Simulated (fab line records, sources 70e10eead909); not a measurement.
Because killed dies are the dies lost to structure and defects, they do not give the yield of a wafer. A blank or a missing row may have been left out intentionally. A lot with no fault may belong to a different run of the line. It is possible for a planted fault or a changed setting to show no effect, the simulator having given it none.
Matching of chambers | flow nand harc | 4 sister chambers for NHARC_A_STAIRCASE_TRIM_196 on rie diel-01
The step chemistry O2, time 211.2 s. 8 wafers are shown with their chamber, then 9 later ones without.

== WAFERS PAIRED WITH THEIR CHAMBERS ==
wafer  | chamber | drypump motor current A (A) | showerhead plenum p Torr (Torr)
L077.3 | 0       | 4.8                         | 3.81
L085.4 | 3       | 6.0                         | 3.29
L087.1 | 1       | 6.3                         | 3.66
L087.2 | 3       | 6.1                         | 3.29
L087.4 | 2       | 6.4                         | 3.78
L088.2 | 1       | 6.3                         | 3.66
L088.3 | 0       | 4.9                         | 3.79
L088.6 | 2       | 6.4                         | 3.78

== WAFERS WITH NO CHAMBER GIVEN ==
wafer  | drypump motor current A (A) | showerhead plenum p Torr (Torr)
L090.1 | 4.9                         | 3.78
L090.3 | 6.4                         | 3.77
L090.5 | 4.9                         | 3.78
L091.1 | 6.0                         | 3.28
L091.3 | 4.9                         | 3.78
L091.6 | 6.0                         | 3.28
L097.1 | 4.8                         | 3.77
L097.4 | 6.1                         | 3.80
L097.5 | 6.1                         | 3.80

== WHICH CHAMBER EACH WENT THROUGH ==
wafer  | from the rows above | in truth
L090.1 | 0                   | 0
L090.3 | 2                   | 2
L090.5 | 0                   | 0
L091.1 | 3                   | 3
L091.3 | 0                   | 0
L091.6 | 3                   | 3
L097.1 | 0                   | 0
L097.4 | 2                   | 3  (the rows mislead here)
L097.5 | 2                   | 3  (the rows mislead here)
Placed correctly: 7 of 9. Number that these rows cannot place: 0. 2 placed wrongly.
How it was worked out, from the rows above alone: a wafer's distance from a chamber is the root of the sum, over the readings, of the square of ((its reading less the chamber's mean) divided by the reading's scatter). If the next closest chamber is less than 2 further off than the closest, the wafer can't be placed; otherwise it belongs to the closest. Each chamber's mean is taken over the wafers shown for it. How the scatter is found: for the shown wafers, subtract from each reading the mean of its chamber, square and add these, divide the total by (wafers less chambers), then take the root.
